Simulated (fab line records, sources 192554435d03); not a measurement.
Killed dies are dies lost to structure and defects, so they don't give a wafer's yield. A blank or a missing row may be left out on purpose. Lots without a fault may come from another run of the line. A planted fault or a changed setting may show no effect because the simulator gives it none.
Split-lot experiment | flow n5_finfet | 7 lots, 39 wafers read, on a route of 1938 steps

THE SPLIT
At N5_SD_EPI_N_LINER_46 (material SiNx, target thk 3 nm), the setting target_thk_a was moved away from the recipe's 30 angstrom on 18 of the 39 wafers read, by -14.7% to +8.9%. The other wafers ran this setting at the recipe's value.

The reading is taken at the split's own step.

THE READING
SiNx_of_SD_EPI_N_LINER_46.thk_nm (the simulator's own value, which no gauge read), in nm, at N5_SD_EPI_N_LINER_46 (material SiNx, target thk 3 nm). The file gives no usual value for it.

wafer  | tool, chamber at the split | target_thk_a as run, angstrom | against the recipe | SiNx_of_SD_EPI_N_LINER_46.thk_nm, nm | against lot-mates on the recipe
L075.1 | ald_sin-04, 0,1,3          | 31.31                         | +4.4%              | 3.2                                  | +0.2
L075.2 | ald_sin-04, 0,1,3          | 31.31                         | +4.4%              | 3.2                                  | +0.2
L075.3 | ald_sin-04, 0,1,3          | 31.31                         | +4.4%              | 3.2                                  | +0.2
L075.4 | ald_sin-04, 2,0,3          | 30                            | recipe             | 3                                    | -
L075.5 | ald_sin-04, 2,0,3          | 30                            | recipe             | 3                                    | -
L075.6 | ald_sin-04, 2,0,3          | 30                            | recipe             | 3                                    | -
L077.1 | ald_sin-04, 2,0,3          | 30                            | recipe             | 3                                    | -
L077.2 | ald_sin-04, 2,0,3          | 30                            | recipe             | 3                                    | -
L077.6 | ald_sin-04, 2,0,3          | 30                            | recipe             | 3                                    | -
L078.1 | ald_sin-03, 1,2,0          | 25.6                          | -14.7%             | 2.6                                  | -0.4
L078.2 | ald_sin-03, 1,2,0          | 25.6                          | -14.7%             | 2.6                                  | -0.4
L078.4 | ald_sin-03, 1,2,0          | 25.6                          | -14.7%             | 2.6                                  | -0.4
L078.3 | ald_sin-03, 3,3,2          | 30                            | recipe             | 3                                    | -
L078.5 | ald_sin-03, 3,3,2          | 30                            | recipe             | 3                                    | -
L078.6 | ald_sin-03, 3,3,2          | 30                            | recipe             | 3                                    | -
L084.1 | ald_sin-03, 2,0,0          | 27.47                         | -8.4%              | 2.8                                  | -0.2
L084.3 | ald_sin-03, 2,0,0          | 27.47                         | -8.4%              | 2.8                                  | -0.2
L084.4 | ald_sin-03, 2,0,0          | 27.47                         | -8.4%              | 2.8                                  | -0.2
L084.2 | ald_sin-03, 3,3,2          | 30                            | recipe             | 3                                    | -
L084.5 | ald_sin-03, 3,3,2          | 30                            | recipe             | 3                                    | -
L084.6 | ald_sin-03, 3,3,2          | 30                            | recipe             | 3                                    | -
L085.1 | ald_sin-02, 3,0,2          | 30                            | recipe             | 3                                    | -
L085.3 | ald_sin-02, 3,0,2          | 30                            | recipe             | 3                                    | -
L085.4 | ald_sin-02, 3,0,2          | 30                            | recipe             | 3                                    | -
L085.2 | ald_sin-02, 1,2,3          | 31.99                         | +6.6%              | 3.2                                  | +0.2
L085.5 | ald_sin-02, 1,2,3          | 31.99                         | +6.6%              | 3.2                                  | +0.2
L085.6 | ald_sin-02, 1,2,3          | 31.99                         | +6.6%              | 3.2                                  | +0.2
L089.1 | ald_sin-03, 0,2,3          | 32.67                         | +8.9%              | 3.2                                  | +0.2
L089.3 | ald_sin-03, 0,2,3          | 32.67                         | +8.9%              | 3.2                                  | +0.2
L089.4 | ald_sin-03, 0,2,3          | 32.67                         | +8.9%              | 3.2                                  | +0.2
L089.2 | ald_sin-03, 1,1,0          | 30                            | recipe             | 3                                    | -
L089.5 | ald_sin-03, 1,1,0          | 30                            | recipe             | 3                                    | -
L089.6 | ald_sin-03, 1,1,0          | 30                            | recipe             | 3                                    | -
L090.1 | ald_sin-03, 0,3,3          | 26.1                          | -13.0%             | 2.6                                  | -0.4
L090.2 | ald_sin-03, 0,3,3          | 26.1                          | -13.0%             | 2.6                                  | -0.4
L090.5 | ald_sin-03, 0,3,3          | 26.1                          | -13.0%             | 2.6                                  | -0.4
L090.3 | ald_sin-03, 2,1,0          | 30                            | recipe             | 3                                    | -
L090.4 | ald_sin-03, 2,1,0          | 30                            | recipe             | 3                                    | -
L090.6 | ald_sin-03, 2,1,0          | 30                            | recipe             | 3                                    | -
Where a row lists several chambers, the file gives one row for several wafers and doesn't say which wafer went through which chamber.

THE FIT
A straight line over all 39 wafers: SiNx_of_SD_EPI_N_LINER_46.thk_nm changes by +0.0281 nm for each +1% of target_thk_a; r = +0.99; the points scatter about the line by 0.03 nm.
The same after taking each lot's own level away (the mean of its wafers on the recipe; 39 wafers): +0.0281 nm for each +1%; r = +0.99; scatter 0.03 nm.
On that fit, the largest move of target_thk_a shifts the reading by 0.41 nm.
The lots' own levels span 3.00 to 3.00 nm.
So the lot-to-lot level changes the slope little: the two slopes agree.
Check: with one of the wafers moved furthest among these (-14.7%) left out of the fit, the line predicts -0.409 nm for it against its lot-mates. It came out at -0.4 nm against them.

OTHER SPLITS ON THESE WAFERS
These wafers also went through other splits before the reading. Each is held against what the fit with the lots' levels taken away leaves over:
other split on the same wafers        | wafers away from the commonest value | r with SiNx_of_SD_EPI_N_LINER_46.thk_nm (lot level and that fit taken away)
N5_PMOS_HMC_CHANNEL_EPI_EPI_20 temp_c | 15                                   | -0.04
N5_FIN_SAQP_SPACER1_ALD_24 ald_cycles | 15                                   | +0.29
N5_DUMMY_GATE_ETCH_31 target_depth_a  | 12                                   | -0.34
N5_SD_EPI_N_EXPOSE_06 dose_mj         | 12                                   | +0.35

THE FILE'S OWN FIT
SiNx_of_SD_EPI_N_LINER_46.thk_nm changes by +0.028 nm for each +1% of target_thk_a, r = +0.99.
